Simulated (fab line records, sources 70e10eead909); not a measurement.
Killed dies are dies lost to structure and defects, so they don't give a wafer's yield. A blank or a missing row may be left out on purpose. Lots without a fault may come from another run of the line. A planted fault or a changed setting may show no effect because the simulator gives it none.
A struck lot beside a sound one | flow nand_harc | 14 steps out of a route of 1302
Sound: wafers L264.3, L264.5, L264.6. Struck: wafers L261.2, L261.3, L261.4. The cause comes at the end.
At each step with rows: each side's tool, then ch and its chambers, then its first start. Under that, the readings that differ: sound wafers | struck wafers | difference of the means | sigmas: that difference in standard deviations of wafers without a fault.
alike: readings whose means differ by less than 2 such deviations, and words and numbers that are the same on both sides. not compared: withheld readings, readings that some wafer has no value for, bounds like >300 that may hide the same value, and numbers for which the record gives no deviation and whose values overlap.
The two part at a step that has a row with sigmas, a row that says differs or no value, or rows on one side only. Numbers that don't overlap but have no deviation are shown without sigmas and don't part them. A reading that every wafer of one side lacks parts them only if that side has two wafers or more.

first, 6 steps without rows for these wafers: NHARC_P_STI_COAT_03 (resist thk 600 nm); NHARC_P_STI_SOFTBAKE_04 (time 70 s); NHARC_P_STI_EBR_05; NHARC_P_STI_EXPOSE_06 (exposes mask P STI, target cd 200 nm); NHARC_P_STI_PEB_07 (peb time 80 s); NHARC_P_STI_DEVELOP_08 (time 50 s).
NHARC_P_STI_CD_MEAS_09: target cd 200 nm.
  sound on cd_sem-03 ch 0, day 8 17:45; struck on cd_sem-02 ch 0, day 7 08:35
  alike: cd_nm
NHARC_P_STI_OVL_MEAS_10:
  sound on overlay-02, day 8 17:50; struck on overlay-02, day 7 08:40
  reading           | sound    | struck | difference | sigmas
  overlay_x_nm (nm) | -6 -5 -6 | 4 4 4  | +10        | +3
  alike: overlay_y_nm
NHARC_P_STI_INSPECT_11:
  sound on defect_inspect-02, day 8 17:52; struck on defect_inspect-02, day 7 08:43
  alike: raw_defect_count
then, 1 step without rows for these wafers: NHARC_P_STI_HARDBAKE_13 (time 65 s).
NHARC_P_STI_DESCUM_14: chemistry O2, time 3 s.
  sound on rie_diel-08 ch 2,3, day 8 18:01; struck on rie_diel-08 ch 1,2, day 7 08:50
  alike: drypump_motor_current_A, mfc_ar_sccm, oes_product_au, rf_vpp_V, showerhead_plenum_p_Torr, throttle_valve_pct
  not compared: rf_hours_counter_h
NHARC_P_STI_ETCH_42: etches the open film in N2/H2, target depth 80 nm, overetch 24 nm, time 61 s.
  sound on rie_diel-08 ch 1,2, day 8 18:07; struck on rie_diel-08 ch 1,2,3, day 7 08:56
  alike: bias_w, chamber_pressure_mTorr, drypump_motor_current_A, mfc_ar_sccm, oes_product_au, rf_vpp_V, showerhead_plenum_p_Torr, throttle_valve_pct
  not compared: rf_hours_counter_h
NHARC_P_STI_ETCH_31: etches the open film in CF4/CHF3, target depth 108.9 nm, time 54.5 s.
  sound on rie_diel-08 ch 1,2,3, day 8 18:12; struck on rie_diel-08 ch 1,3, day 7 09:02
  no value came back on the struck wafers for any of 8 readings (bias_w (W), cf4_flow_sccm (sccm) and others); on the sound wafers bias_w (W) reads 200.5 199.6 199.4
  not compared: rf_hours_counter_h
NHARC_P_STI_ETCH_15: etches the open film in HBr/Cl2, target depth 300 nm, time 100.1 s.
  sound on rie_si-05 ch 2,3, day 8 18:19; struck on rie_si-05 ch 0,2, day 7 09:09
  alike: bias_w, chamber_pressure_mTorr, drypump_motor_current_A, oes_product_au, throttle_valve_pct
  not compared: rf_hours_counter_h

WHERE THEY PART
First at NHARC_P_STI_OVL_MEAS_10; last, within this record, at NHARC_P_STI_ETCH_31. Later steps at which nothing parts them and some readings are alike: NHARC_P_STI_ETCH_15.

WHY: what the simulator had put in
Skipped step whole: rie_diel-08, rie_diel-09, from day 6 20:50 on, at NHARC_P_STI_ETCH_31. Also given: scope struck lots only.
